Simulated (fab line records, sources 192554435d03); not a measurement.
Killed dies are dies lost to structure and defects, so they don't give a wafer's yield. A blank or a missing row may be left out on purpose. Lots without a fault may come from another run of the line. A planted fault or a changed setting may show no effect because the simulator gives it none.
fab line records | flow n5_finfet | part 1 of 2: steps 1 to 4 of 6
record lots=21 wafers=63 last_day=17
route steps=1938 shown SD_EPI_N@270 SD_ACTIVATION@331 ILD0@341 SDB@368 DUMMY_REMOVAL@378
lots that met no fault: from a run of the same line without faults
start_h: hours from the record's first day to the start of the lot's first wafer shown | wait_h: hours since the lot's step before | " the same as in the row above | L1.1+2: a row that stands for several wafers | - no value, or no start given | * or withheld: withheld | < > ~ a bound
route shown NAME@n: a module of which the file shows steps, and the number in the route of the first | usual: mean/standard deviation of fault-free wafers | same: alike in all rows | chamber/n: place in a boat | sites: the reading at each site | _std_site: their standard deviation | _edge_site: outer sites' mean less inner sites' | radius_mm: how far each site lies from the wafer's centre | mask NAME#n: copy n | behind: the tool/chamber that last shaped the wafer | hold: why the lot was held/for how many hours/how that ended | device: the transistor (n, p or np) that didn't switch | end of line: the same wafers' tests at the end of the route | a step without rows: its recipe alone | killed: dies lost to structure and defects at the first sort, not the wafer's yield | map: a wafer's dies, x killed, . not, _ none there
set.NAME: the setting as run; set.NAME@STEP: as run at that earlier step | model.NAME: the simulator's own value behind a step, which no gauge read
steps of the route over a sample of lots; a table a step, a row a wafer
services: from which hour (start_h, from the record's first day; less than 0 if before it) a tool's chamber was out of use, for how many hours, and why
## steps
# step N5_SD_EPI_N_CD_MEAS_09
# recipe target_cd_nm=120 landing_energy_ev=500 detector=se_inlens
# usual cd_nm=120.1/0.84
# columns lot.wafer tool chamber start_h wait_h cd_nm
L077.1 cd_sem-03 0 69.90 - 120.9
L077.2 " 0 " " 120.5
L077.5 " 0 " " 121.5
L078.2 cd_sem-01 0 73.19 - 121.0
L078.3 " 0 " " 121.1
L078.5 " 0 " " 120.8
L079.1 cd_sem-03 0 78.61 - 120.2
L079.2 " 0 " " 119.7
L079.6 " 0 " " 121.2
L080.1 cd_sem-03 0 89.19 - 121.0
L080.2 " 0 " " 120.2
L080.4 " 0 " " 119.0
L081.2 cd_sem-01 0 90.67 - 119.4
L081.3 " 0 " " 120.5
L081.6 " 0 " " 120.8
L082.1 cd_sem-02 0 99.18 - 120.4
L082.2 " 0 " " 119.7
L082.6 " 0 " " 117.7
L083.1 cd_sem-02 0 102.76 - 120.4
L083.2 " 0 " " 119.9
L083.5 " 0 " " 119.9
L084.2 cd_sem-02 0 112.06 - 120.4
L084.4 " 0 " " 120.3
L084.5 " 0 " " 119.0
L085.1 cd_sem-02 0 117.00 - 119.6
L085.3 " 0 " " 119.4
L085.5 " 0 " " 119.4
L086.1 cd_sem-03 0 123.23 - 120.2
L086.4 " 0 " " 119.4
L086.5 " 0 " " 120.5
L087.1 cd_sem-03 0 127.19 - 119.1
L087.4 " 0 " " 119.9
L087.5 " 0 " " 117.4
L088.1 cd_sem-01 0 135.38 - 120.1
L088.3 " 0 " " 119.5
L088.6 " 0 " " 121.2
L089.3 cd_sem-01 0 139.53 - 120.2
L089.4 " 0 " " 120.7
L089.6 " 0 " " 120.7
L090.4 cd_sem-01 0 143.30 - 120.5
L090.5 " 0 " " 119.4
L090.6 " 0 " " 120.2
L091.2 cd_sem-03 0 150.43 - 117.1
L091.3 " 0 " " 117.5
L091.5 " 0 " " 119.9
L092.2 cd_sem-01 0 156.17 - 120.4
L092.4 " 0 " " 121.1
L092.5 " 0 " " 120.6
L093.1 cd_sem-03 0 162.62 - 120.7
L093.5 " 0 " " 121.0
L093.6 " 0 " " 118.5
L094.2 cd_sem-03 0 169.30 - 120.3
L094.4 " 0 " " 119.4
L094.6 " 0 " " 120.5
L095.1 cd_sem-02 0 174.13 - 121.1
L095.3 " 0 " " 120.0
L095.5 " 0 " " 120.2
L096.2 cd_sem-01 0 180.79 - 119.8
L096.4 " 0 " " 119.0
L096.6 " 0 " " 117.5
L097.2 cd_sem-03 0 187.37 - 121.7
L097.3 " 0 " " 120.4
L097.4 " 0 " " 120.6
# step N5_SD_EPI_N_ETCH_34
# recipe chemistry=CF4 target=SiARC target_depth_a=455 mask_material=CAR-ArF-block time_s=75.8 ion_energy_ev=80 pressure_mtorr=40 source_w=545 bias_w=36 Ar_flow_sccm=100 cf4_flow_sccm=100 ends=cleared
# usual bias_w=35.99/0.11 chamber_pressure_mTorr=40.00/0.035 drypump_motor_current_A=5.6/0.47 etch_rf_on_time_s=74.9/2.1 oes_product_au=0.69/0.078 rf_vpp_V=184.2/1.4 showerhead_plenum_p_Torr=2.16/0.097 throttle_valve_pct=15.59/0.21
# columns lot.wafer tool chamber start_h wait_h bias_w chamber_pressure_mTorr drypump_motor_current_A etch_rf_on_time_s oes_product_au rf_hours_counter_h rf_vpp_V showerhead_plenum_p_Torr throttle_valve_pct
L077.1 rie_diel-04 3 70.12 0.0 35.95 39.95 5.0 73.0 0.64 163 182.8 2.06 15.70
L077.2 " 2 " " 36.25 40.04 5.1 70.2 0.79 24 185.1 2.28 15.32
L077.5 " 1 " " 35.88 39.99 5.8 76.0 0.59 - 183.1 2.09 15.83
L078.2 rie_diel-04 3 73.31 0.0 35.89 40.07 5.0 73.2 0.64 165 181.0 2.06 15.68
L078.3 " 0 " " 36.12 39.96 5.6 76.6 0.82 1 185.7 2.30 15.56
L078.5 " 2 " " 35.98 40.05 5.1 70.5 0.78 - 184.7 2.28 15.34
L079.1 rie_diel-01 2 79.08 0.0 36.12 39.99 5.0 77.0 0.60 231 182.0 2.05 16.07
L079.2 " 0 " " 35.96 39.98 6.5 74.4 0.75 33 183.8 2.20 15.31
L079.6 " 1 " " 35.88 40.02 5.8 76.0 0.64 - 184.0 2.06 15.54
L080.1 rie_diel-01 1 89.32 0.0 36.09 40.01 5.8 75.5 0.63 166 182.6 2.06 15.55
L080.2 " 0 " " 35.95 39.98 6.5 74.5 0.75 36 185.1 2.19 15.33
L080.4 " 2 " " 35.99 39.95 5.0 77.2 0.60 234 183.3 2.05 16.07
L081.2 rie_diel-01 0 90.85 0.0 35.94 40.04 6.5 74.8 0.74 36 185.4 2.19 15.33
L081.3 " 2 " " 36.24 40.01 5.1 76.4 0.60 235 181.9 2.05 16.07
L081.6 " 2 " " 36.04 40.01 5.1 76.5 0.60 - 182.6 2.05 16.10
L082.1 rie_diel-04 2 99.30 0.0 36.24 40.01 5.1 72.1 0.74 38 186.7 2.28 15.34
L082.2 " 3 " " 35.97 40.00 5.0 72.9 0.63 176 182.4 2.06 15.71
L082.6 " 1 " " 35.85 40.01 5.8 75.4 0.82 - 183.0 2.09 15.34
L083.1 rie_diel-04 2 102.88 0.0 36.15 39.99 5.1 70.8 0.75 39 183.8 2.28 15.35
L083.2 " 0 " " 36.00 40.00 5.5 75.4 0.79 12 185.9 2.29 15.59
L083.5 " 0 " " 35.94 40.01 5.5 75.6 0.79 - 184.9 2.29 15.60
L084.2 rie_diel-04 1 112.25 0.0 35.98 39.97 5.8 74.4 0.83 10 183.0 2.09 15.33
L084.4 " 0 " " 36.04 40.00 5.6 74.7 0.77 16 184.8 2.29 15.62
L084.5 " 3 " " 35.89 39.97 5.1 71.7 0.63 - 183.0 2.06 15.72
L085.1 rie_diel-01 3 117.49 0.0 36.06 40.01 5.7 76.1 0.64 163 183.5 2.22 15.60
L085.3 " 1 " " 35.79 40.00 5.8 75.8 0.63 176 182.2 2.05 15.56
L085.5 " 0 " " 35.92 39.99 6.5 73.4 0.74 - 184.3 2.19 15.35
L086.1 rie_diel-04 2 123.37 0.0 35.95 39.99 5.1 69.4 0.75 46 186.5 2.27 15.37
L086.4 " 1 " " 36.03 39.98 5.8 75.2 0.80 14 183.0 2.09 15.34
L086.5 " 0 " " 36.11 40.00 5.6 75.5 0.77 - 185.7 2.29 15.60
L087.1 rie_diel-01 0 127.48 0.0 35.95 40.01 6.5 73.8 0.73 50 183.7 2.19 15.36
L087.4 " 1 " " 35.90 39.99 5.8 76.0 0.62 177 183.3 2.05 15.56
L087.5 " 3 " " 36.14 40.02 5.7 76.0 0.65 - 185.3 2.22 15.62
L088.1 rie_diel-01 1 135.54 0.0 35.94 40.01 5.7 76.2 0.62 180 181.5 2.05 15.58
L088.3 " 3 " " 36.09 40.00 5.7 77.1 0.63 170 183.6 2.22 15.60
L088.6 " 0 " " 36.16 39.94 6.5 74.5 0.72 - 183.9 2.19 15.36
L089.3 rie_diel-01 1 139.86 0.0 35.89 39.99 5.7 75.9 0.62 181 183.2 2.05 15.57
L089.4 " 1 " " 35.95 40.02 5.7 76.0 0.62 - 183.2 2.05 15.58
L089.6 " 0 " " 35.98 40.01 6.5 74.1 0.73 - 184.4 2.19 15.35
L090.4 rie_diel-01 3 144.03 0.0 36.00 39.94 5.6 76.5 0.63 - 186.1 2.22 15.61
L090.5 " 1 " " 35.85 39.98 5.7 76.1 0.63 - 181.8 2.05 15.58
L090.6 " 0 " " 35.92 40.00 6.5 74.4 0.72 - 183.6 2.19 15.37
L091.2 rie_diel-04 3 150.55 0.0 35.91 40.03 5.1 72.9 0.62 193 182.7 2.05 15.75
L091.3 " 2 " " 35.93 39.99 5.1 70.5 0.74 55 185.6 2.27 15.40
L091.5 " 0 " " 35.93 40.06 5.5 76.6 0.75 - 184.9 2.29 15.62
L092.2 rie_diel-04 2 156.29 0.0 36.03 39.99 5.1 69.4 0.73 56 185.3 2.27 15.38
L092.4 " 1 " " 35.80 40.03 5.8 75.1 0.79 26 184.9 2.08 15.38
L092.5 " 0 " " 35.85 39.98 5.5 75.3 0.75 - 186.1 2.29 15.62
L093.1 rie_diel-01 2 162.75 0.0 36.11 40.01 5.1 76.1 0.85 4 184.7 2.29 15.61
L093.5 " 2 " " 35.88 40.00 5.0 76.0 0.84 - 185.4 2.29 15.61
L093.6 " 3 " " 35.91 40.01 5.7 76.7 0.63 - 187.1 2.21 15.62
L094.2 rie_diel-04 0 169.64 0.0 36.03 39.95 5.5 75.6 0.74 37 184.9 2.28 15.64
L094.4 " 1 " " 36.16 40.02 5.9 74.1 0.78 31 183.5 2.08 15.37
L094.6 " 0 " " 35.99 39.94 5.6 75.0 0.74 - 185.6 2.28 15.64
L095.1 rie_diel-01 0 174.26 0.0 35.95 40.02 6.5 74.8 0.71 68 183.5 2.18 15.38
L095.3 " 1 " " 35.99 40.04 5.7 76.4 0.61 195 183.0 2.05 15.60
L095.5 " 0 " " 35.94 39.97 6.5 74.3 0.71 - 184.1 2.18 15.39
L096.2 rie_diel-01 1 180.91 0.0 35.89 40.02 5.8 75.6 0.61 197 182.3 2.05 15.61
L096.4 " 2 " " 35.95 40.06 5.0 75.5 0.82 11 184.7 2.29 15.63
L096.6 " 1 " " 35.90 39.97 5.7 76.4 0.61 - 180.9 2.05 15.62
L097.2 rie_diel-01 2 187.75 0.0 35.87 40.02 5.0 76.6 0.81 14 184.8 2.29 15.65
L097.3 " 1 " " 36.08 40.01 5.8 75.7 0.61 201 182.7 2.05 15.62
L097.4 " 3 " " 36.04 40.01 5.7 77.2 0.62 191 183.6 2.21 15.65
# step N5_SD_ACTIVATION_LSA_01
# recipe temp_c=1080 time_s=0.0008 ambient=N2
# usual wafer_temp_C_max=1084.2/0.96
# columns lot.wafer tool chamber start_h wait_h wafer_temp_C_max
L077.1 laser_anneal-01 0 80.71 0.2 1085.2
L077.2 " 0 " " 1084.3
L077.5 " 0 " " 1085.4
L078.2 laser_anneal-02 0 82.45 0.2 1084.3
L078.3 " 0 " " 1082.7
L078.5 " 0 " " 1083.1
L079.1 laser_anneal-01 0 87.42 0.2 1083.2
L079.2 " 0 " " 1084.2
L079.6 " 0 " " 1083.6
L080.1 laser_anneal-02 0 99.15 0.2 1083.8
L080.2 " 0 " " 1083.6
L080.4 " 0 " " 1083.0
L081.2 laser_anneal-01 0 99.37 0.2 1086.1
L081.3 " 0 " " 1084.6
L081.6 " 0 " " 1085.5
L082.1 laser_anneal-02 0 109.56 0.2 1082.5
L082.2 " 0 " " 1082.8
L082.6 " 0 " " 1084.7
L083.1 laser_anneal-01 0 111.85 0.2 1084.7
L083.2 " 0 " " 1083.9
L083.5 " 0 " " 1085.3
L084.2 laser_anneal-02 0 122.23 0.2 1082.9
L084.4 " 0 " " 1083.2
L084.5 " 0 " " 1084.5
L085.1 laser_anneal-01 0 126.45 0.2 1084.6
L085.3 " 0 " " 1083.8
L085.5 " 0 " " 1084.2
L086.1 laser_anneal-02 0 133.46 0.2 1085.6
L086.4 " 0 " " 1084.2
L086.5 " 0 " " 1084.1
L087.1 laser_anneal-01 0 137.40 0.2 1084.2
L087.4 " 0 " " 1084.0
L087.5 " 0 " " 1085.4
L088.1 laser_anneal-02 0 145.44 0.2 1082.4
L088.3 " 0 " " 1084.4
L088.6 " 0 " " 1083.5
L089.3 laser_anneal-01 0 150.84 0.2 1085.3
L089.4 " 0 " " 1085.1
L089.6 " 0 " " 1085.3
L090.4 laser_anneal-02 0 153.64 0.2 1083.4
L090.5 " 0 " " 1083.4
L090.6 " 0 " " 1082.9
L091.2 laser_anneal-01 0 158.94 0.2 1084.8
L091.3 " 0 " " 1084.9
L091.5 " 0 " " 1085.6
L092.2 laser_anneal-02 0 165.46 0.2 1083.6
L092.4 " 0 " " 1083.7
L092.5 " 0 " " 1083.2
L093.1 laser_anneal-01 0 172.71 0.2 1086.4
L093.5 " 0 " " 1083.7
L093.6 " 0 " " 1084.9
L094.2 laser_anneal-02 0 179.72 0.2 1084.6
L094.4 " 0 " " 1082.7
L094.6 " 0 " " 1083.6
L095.1 laser_anneal-01 0 182.54 0.2 1083.2
L095.3 " 0 " " 1083.7
L095.5 " 0 " " 1083.1
L096.2 laser_anneal-02 0 189.31 0.2 1084.4
L096.4 " 0 " " 1085.3
L096.6 " 0 " " 1085.1
L097.2 laser_anneal-01 0 196.50 0.2 1086.0
L097.3 " 0 " " 1083.8
L097.4 " 0 " " 1085.4
# step N5_ILD0_THK_MEAS_08
# usual thk_nm=138.5/1.2
# columns lot.wafer tool chamber start_h wait_h thk_nm
L077.1 film_metro-01 - 84.26 - 138.8
L077.2 " - " " 138.2
L077.5 " - " " 137.0
L078.2 film_metro-02 - 85.98 - 138.5
L078.3 " - " " 137.5
L078.5 " - " " 138.4
L079.1 film_metro-02 - 90.97 - 138.9
L079.2 " - " " 137.4
L079.6 " - " " 138.7
L080.1 film_metro-01 - 102.96 - 139.1
L080.2 " - " " 137.5
L080.4 " - " " 139.6
L081.2 film_metro-02 - 103.29 - 138.7
L081.3 " - " " 137.0
L081.6 " - " " 136.8
L082.1 film_metro-01 - 113.27 - 139.6
L082.2 " - " " 139.1
L082.6 " - " " 139.3
L083.1 film_metro-02 - 115.41 - 139.2
L083.2 " - " " 138.7
L083.5 " - " " 139.5
L084.2 film_metro-01 - 125.84 - 137.5
L084.4 " - " " 138.3
L084.5 " - " " 139.5
L085.1 film_metro-01 - 130.86 - 136.9
L085.3 " - " " 136.3
L085.5 " - " " 136.2
L086.1 film_metro-01 - 137.00 - 141.1
L086.4 " - " " 140.2
L086.5 " - " " 141.6
L087.1 film_metro-01 - 141.12 - 137.0
L087.4 " - " " 138.6
L087.5 " - " " 136.8
L088.1 film_metro-01 - 149.00 - 136.7
L088.3 " - " " 137.7
L088.6 " - " " 137.8
L089.3 film_metro-02 - 154.34 - 136.3
L089.4 " - " " 138.3
L089.6 " - " " 137.1
L090.4 film_metro-02 - 157.12 - 138.5
L090.5 " - " " 139.6
L090.6 " - " " 137.9
L091.2 film_metro-01 - 162.98 - 138.5
L091.3 " - " " 138.0
L091.5 " - " " 139.0
L092.2 film_metro-02 - 168.98 - 137.2
L092.4 " - " " 138.2
L092.5 " - " " 139.1
L093.1 film_metro-01 - 176.26 - 137.7
L093.5 " - " " 139.3
L093.6 " - " " 139.6
L094.2 film_metro-01 - 183.33 - 139.1
L094.4 " - " " 140.1
L094.6 " - " " 138.4
L095.1 film_metro-02 - 187.22 - 138.5
L095.3 " - " " 138.6
L095.5 " - " " 138.9
L096.2 film_metro-02 - 193.11 - 139.8
L096.4 " - " " 139.4
L096.6 " - " " 138.4
L097.2 film_metro-02 - 200.02 - 139.8
L097.3 " - " " 141.9
L097.4 " - " " 139.1
